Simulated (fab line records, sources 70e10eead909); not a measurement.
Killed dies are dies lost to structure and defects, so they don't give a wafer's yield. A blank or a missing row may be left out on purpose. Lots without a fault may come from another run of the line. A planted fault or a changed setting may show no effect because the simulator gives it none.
Which tool did it? | flow nand_harc | 24 lots, 72 wafers sampled, at 1 step of a route of 1302

WHAT THE GAUGES READ, wafer by wafer
NHARC_A_SIN_REMOVE_INSPECT_04. Usual: raw_defect_count 415, standard deviation 110.
lot  | measured     | on                | raw_defect_count | flag
L074 | day 20 20:43 | defect_inspect-01 | 459 470 411      |
L075 | day 20 20:43 | defect_inspect-02 | 378 390 344      |
L077 | day 21 04:47 | defect_inspect-01 | 339 381 406      |
L076 | day 21 04:47 | defect_inspect-02 | 650 372 350      |
L078 | day 21 13:10 | defect_inspect-01 | 471 500 440      |
L081 | day 22 21:26 | defect_inspect-01 | 564 466 600      |
L080 | day 23 01:14 | defect_inspect-02 | 384 438 504      |
L079 | day 23 07:02 | defect_inspect-01 | 688 530 539      |
L083 | day 24 04:56 | defect_inspect-02 | 340 342 250      |
L082 | day 24 07:06 | defect_inspect-02 | 379 354 448      |
L085 | day 24 09:38 | defect_inspect-02 | 323 301 435      |
L084 | day 24 09:38 | defect_inspect-01 | 649 416 411      |
L086 | day 25 02:06 | defect_inspect-02 | 253 391 203      |
L087 | day 26 04:08 | defect_inspect-02 | 370 367 384      |
L089 | day 26 04:09 | defect_inspect-01 | 402 528 497      |
L088 | day 26 07:57 | defect_inspect-02 | 450 336 276      |
L090 | day 26 18:23 | defect_inspect-01 | 455 706 453      |
L091 | day 27 13:20 | defect_inspect-01 | 320 318 370      |
L094 | day 28 07:14 | defect_inspect-02 | 439 457 366      |
L092 | day 28 07:14 | defect_inspect-01 | 410 499 440      |
L093 | day 28 11:01 | defect_inspect-01 | 559 564 573      |
L096 | day 29 14:25 | defect_inspect-01 | 278 321 310      |
L095 | day 29 18:13 | defect_inspect-02 | 194 333 290      |
L097 | day 30 02:25 | defect_inspect-01 | 437 474 426      |

WHICH TOOL RAN EACH LOT (tool, then ch and the chambers of the sampled wafers, then the start)
The record holds no process step before these readings.

WHAT THE TOOLS THEMSELVES READ (means of the sampled wafers that have a number; where no wafer has one, the mark that the record gives instead)
The record holds no such reading with a usual standard deviation.

THE ANSWER, worked out from the rows above alone
Rule: a lot is off if the mean of its wafers that have a number lies more than 3 standard deviations from the usual mean. A lot without any number at a reading at which 4 lots or more have one is off too. The other lots that the step has rows for count as sound. The gauges are gone through in route order, then the tools' own readings, and for those a lot's mean is taken as printed above. The first step at which some lot is off is used, and at that step the reading that is off furthest; a lot without a number counts as furthest.
No lot is off at any reading shown: from this, nothing can be told.

WHAT THE SIMULATOR HAD PUT IN
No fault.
